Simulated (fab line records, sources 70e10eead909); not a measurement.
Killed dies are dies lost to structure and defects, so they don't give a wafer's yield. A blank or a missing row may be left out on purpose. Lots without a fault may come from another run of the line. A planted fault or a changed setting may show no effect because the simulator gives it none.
A struck lot beside a sound one | flow nand_harc | 15 steps out of a route of 1302
Sound: wafers L288.3, L288.4, L288.5. Struck: wafers L299.1, L299.2, L299.6. The cause comes at the end.
At each step with rows: each side's tool, then ch and its chambers, then its first start. Under that, the readings that differ: sound wafers | struck wafers | difference of the means | sigmas: that difference in standard deviations of wafers without a fault.
alike: readings whose means differ by less than 2 such deviations, and words and numbers that are the same on both sides. not compared: withheld readings, readings that some wafer has no value for, bounds like >300 that may hide the same value, and numbers for which the record gives no deviation and whose values overlap.
The two part at a step that has a row with sigmas, a row that says differs or no value, or rows on one side only. Numbers that don't overlap but have no deviation are shown without sigmas and don't part them. A reading that every wafer of one side lacks parts them only if that side has two wafers or more.

NHARC_A_ONON_D2_THK_MEAS_14: measures by ellipsometry.
  sound on film_metro-01, day 14 10:02; struck on film_metro-01, day 19 20:35
  alike: thk_nm
then, 2 steps without rows for these wafers: NHARC_A_ONON_D2_ANNEAL_15 (time 3600 s); NHARC_A_ONON_D2_DEP_16 (target thk 1000 nm).
NHARC_A_ONON_D2_THK_MEAS_18: measures by ellipsometry.
  sound on film_metro-01, day 14 16:08; struck on film_metro-02, day 20 04:23
  alike: thk_nm
then, 1 step without rows for these wafers: NHARC_A_ONON_D2_DEP_19 (target thk 1000 nm).
NHARC_A_ONON_D2_THK_MEAS_21: measures by ellipsometry.
  sound on film_metro-01, day 14 16:43; struck on film_metro-02, day 20 04:57
  alike: thk_nm
then, 1 step without rows for these wafers: NHARC_A_ONON_D2_DEP_22 (target thk 1000 nm).
NHARC_A_ONON_D2_THK_MEAS_24: measures by ellipsometry.
  sound on film_metro-02, day 14 17:16; struck on film_metro-02, day 20 05:31
  alike: thk_nm
then, 1 step without rows for these wafers: NHARC_A_ONON_D2_DEP_25 (target thk 1000 nm).
NHARC_A_ONON_D2_THK_MEAS_27: measures by ellipsometry.
  sound on film_metro-01, day 14 17:50; struck on film_metro-02, day 20 06:05
  alike: thk_nm
then, 1 step without rows for these wafers: NHARC_A_ONON_D2_DEP_28 (target thk 1000 nm).
NHARC_A_ONON_D2_THK_MEAS_30: measures by ellipsometry.
  sound on film_metro-01, day 14 18:25; struck on film_metro-02, day 20 06:39
  alike: thk_nm
NHARC_A_ONON_D2_DEP_33: deposits SiO2, target thk 200 nm.
  sound on pecvd-03 ch 1,2, day 14 18:46; struck on pecvd-03 ch 0,2, day 20 06:42
  reading            | sound             | struck               | difference | sigmas
  rf_fwd_power_W (W) | 901.7 899.4 901.9 | 1007.9 1005.0 1004.6 | +104.8     | +36
  alike: chamber_pressure_Torr, heater_power_w, throttle_valve_pct
NHARC_A_ONON_D2_THK_MEAS_34: measures by ellipsometry.
  sound on film_metro-01, day 14 19:05; struck on film_metro-01, day 20 07:07
  alike: thk_nm
-- the record jumps here: 11 days lie between the struck wafers' starts before and after (it left off in module A_ONON_D2 and takes up again in module END, whose first step shown is number 1302 of the route) --
NHARC_END_SORT_01:
  the record has rows for the struck wafers here (prober-01 ch 0, day 31 17:27) and none for the sound ones

WHERE THEY PART
First at NHARC_A_ONON_D2_DEP_33; last, within this record, at NHARC_END_SORT_01.

WHY: what the simulator had put in
Process parameter drift: pecvd-03, from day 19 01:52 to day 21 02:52, at NHARC_A_ONON_D2_DEP_33. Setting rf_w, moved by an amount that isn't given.
